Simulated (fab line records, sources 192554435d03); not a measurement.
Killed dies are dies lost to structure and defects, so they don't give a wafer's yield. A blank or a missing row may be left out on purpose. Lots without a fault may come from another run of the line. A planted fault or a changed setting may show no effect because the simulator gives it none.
Chamber matching | flow n5_finfet | N5_FIN_SAQP_SPACER1_ALD_24 on ald_sin-02: 4 sister chambers
The step deposits SiO2, target thk 20.3 nm, pulse time 1 s, purge time 2 s. 7 wafers are shown with their chamber, then 10 later ones without.

WAFERS WITH THEIR CHAMBER
wafer  | chamber | heater_power_w (W) | precursor_pulse_height_rel
L081.3 | 2       | 467                | 1.004
L082.3 | 2       | 472                | 0.992
L082.4 | 1       | 470                | 1.026
L083.4 | 1       | 460                | 1.020
L083.6 | 3       | 479                | 0.989
L084.1 | 0       | 443                | 1.023
L084.4 | 3       | 487                | 0.995

WAFERS WITHOUT THEIR CHAMBER
wafer  | heater_power_w (W) | precursor_pulse_height_rel
L084.6 | 455                | 1.009
L085.2 | 489                | 1.012
L085.3 | 474                | 0.998
L085.4 | 442                | 0.961
L087.1 | 482                | 1.011
L087.2 | 440                | 1.037
L087.5 | 459                | 0.990
L094.1 | 450                | 1.012
L094.2 | 473                | 1.015
L094.5 | 444                | 1.011

WHICH CHAMBER EACH WENT THROUGH
wafer  | from the rows above          | in truth
L084.6 | can't be placed: 1 or 0 or 2 | 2
L085.2 | can't be placed: 3 or 2 or 1 | 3
L085.3 | can't be placed: 2 or 3      | 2
L085.4 | can't be placed: 2 or 3      | 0
L087.1 | can't be placed: 2 or 3 or 1 | 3
L087.2 | 0                            | 0
L087.5 | can't be placed: 2 or 3      | 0
L094.1 | can't be placed: 0 or 1 or 2 | 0
L094.2 | can't be placed: 1 or 2      | 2
L094.5 | 0                            | 0
Placed correctly: 2 of 10. Can't be placed from these rows: 8 (the true chamber is among the candidates in 6). Placed wrongly: 0.
How it was worked out, from the rows above alone: a wafer's distance from a chamber is the root of the sum, over the readings, of the square of ((its reading less the chamber's mean) divided by the reading's scatter). The wafer belongs to the nearest chamber; if the next one is less than 2 further off, it can't be placed. A chamber's mean is the mean of its shown wafers. The scatter: the root of (the sum of the squares of (reading less its chamber's mean) over the shown wafers, divided by (wafers less chambers)).
